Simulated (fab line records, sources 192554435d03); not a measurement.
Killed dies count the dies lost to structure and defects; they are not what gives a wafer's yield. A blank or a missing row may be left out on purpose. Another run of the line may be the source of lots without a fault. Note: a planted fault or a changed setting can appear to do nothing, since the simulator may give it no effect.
Comparing a struck lot with a sound one	flow n5Finfet	37 steps out of a route of 1938
Sound: these wafers, L715.1, L715.4, L715.5. Wafers L705.1, L705.3, L705.4 were the ones struck. At the end, the cause is stated.
Order at every step that has rows: each side's tool, ch and its chambers, its first start. Under that, the readings that differ: sound wafers	struck wafers	difference of the means	sigmas: that difference in standard deviations of wafers without a fault.
alike: readings with means less than 2 such deviations apart, plus words and numbers identical on both sides. not compared: withheld readings, readings lacking a value on some wafer, bounds such as >300 that could conceal the same value, and numbers that have no deviation in the record and whose values overlap.
Wherever a step has rows on one side only, a row that says differs or no value, or a row with sigmas, the two part there. Numbers that have no deviation but don't overlap get no sigmas and don't part them. A reading that every wafer of one side lacks parts them only if that side has two wafers or more.

first, 9 steps without rows for these wafers: N5_WELL_APT_HMDS_01 (time 60 s); N5_WELL_APT_COAT_02 (resist thk 950 nm); N5_WELL_APT_EBR_04; N5_WELL_APT_SOFTBAKE_03 (time 60 s); N5_WELL_APT_EXPOSE_05 (exposes mask NWELL, defocus 0 nm, target cd 200 nm); N5_WELL_APT_PEB_06 (peb time 90 s); N5_WELL_APT_DEVELOP_07 (develop time 45 s); N5_WELL_APT_HARDBAKE_12 (time 120 s); N5_WELL_APT_DESCUM_13 (chemistry O2, time 7.9 s).
N5_WELL_APT_IMPLANT_14:
  sound on implanter-02 ch 0, day 7 01:52; struck on implanter-01 ch 0, day 4 13:45
reading	sound	struck	difference	sigmas
doseIonsCm2	1.5005e+13 1.5027e+13 1.4996e+13	1.1317e+13 1.13e+13 1.1317e+13	-3.6980e+12	-99 or more
faradayCurrentUA	189 187 188	142 144 149	-43	-11
  alike: beamEnergyKeV, endStationPressureTorr
then, 25 steps without rows for these wafers: N5_WELL_APT_IMPLANT_15; N5_WELL_APT_STRIP_16 (strips in SPM, time 900 s); N5_WELL_APT_HMDS_18 (time 60 s); N5_WELL_APT_COAT_19 (resist thk 950 nm); N5_WELL_APT_EBR_21; N5_WELL_APT_SOFTBAKE_20 (time 60 s); N5_WELL_APT_EXPOSE_22 (exposes mask PWELL, defocus 0 nm, target cd 200 nm); N5_WELL_APT_PEB_23 (peb time 90 s); N5_WELL_APT_DEVELOP_24 (develop time 45 s); N5_WELL_APT_HARDBAKE_29 (time 120 s); N5_WELL_APT_DESCUM_30 (chemistry O2, time 7.9 s); N5_WELL_APT_IMPLANT_31; N5_WELL_APT_IMPLANT_32; N5_WELL_APT_STRIP_33 (strips in SPM, time 900 s); N5_WELL_APT_RTA_34 (time 10 s); N5_WELL_APT_OXIDE_STRIP_42 (strips SiO2 in dHF, time 45 s, target depth 12 nm); N5_WELL_APT_PRECLEAN_36 (cleans in O3/DIW, time 45 s); N5_WELL_APT_PRECLEAN_39 (cleans in dHF, time 60 s); N5_WELL_APT_SRD_37 (time 30 s); N5_WELL_APT_EPI_41 (deposits Si from SiH4/H2, target thk 50 nm, time 297.7 s); N5_PMOS_HMC_CHANNEL_EPI_HM_DEP_34 (deposits SiO2 from TEOS/O2, target thk 36 nm, time 6.9 s); N5_PMOS_HMC_CHANNEL_EPI_COAT_31 (time 60 s, resist thk 66 nm); N5_PMOS_HMC_CHANNEL_EPI_COAT_03 (resist thk 205 nm); N5_PMOS_HMC_CHANNEL_EPI_EBR_05; N5_PMOS_HMC_CHANNEL_EPI_SOFTBAKE_04 (time 60 s).
-- the record jumps here: 7 days lie between the struck wafers' starts before and after (it left off in module PMOS_HMC_CHANNEL_EPI and takes up again in module BEOL_M4, whose first step shown is number 1111 of the route) --
N5_BEOL_M4_RC_MEAS_101:
  sound on prober-02 ch 0, day 14 07:40; struck on prober-01 ch 0, day 11 17:31
reading	sound	struck	difference	sigmas
RS_NWELL (ohm/sq)	1033 1031 1025	1221 1224 1221	+192	+27
  alike: DIBL_N, DIBL_P, IOFF_N, IOFF_P, ION_N, ION_P, SS_N, SS_P, VT_N, VT_P
-- here the record skips 5 days between the struck wafers' starts before and after, leaving off in module BEOL_M4 and picking up in module PASSIVATION (first step shown: number 1936 of the route) --
N5_PASSIVATION_PROBE_49:
  rows exist in the record for the struck wafers here (prober-02, day 16 17:03), but not for the sound ones

## WHERE THEY PART
At N5_WELL_APT_IMPLANT_14 first; at N5_PASSIVATION_PROBE_49 last (within this record only).

WHY: the cause the simulator had injected
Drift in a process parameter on implanter-01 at N5_WELL_APT_IMPLANT_14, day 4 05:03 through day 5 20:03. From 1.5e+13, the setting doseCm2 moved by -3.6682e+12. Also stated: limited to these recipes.
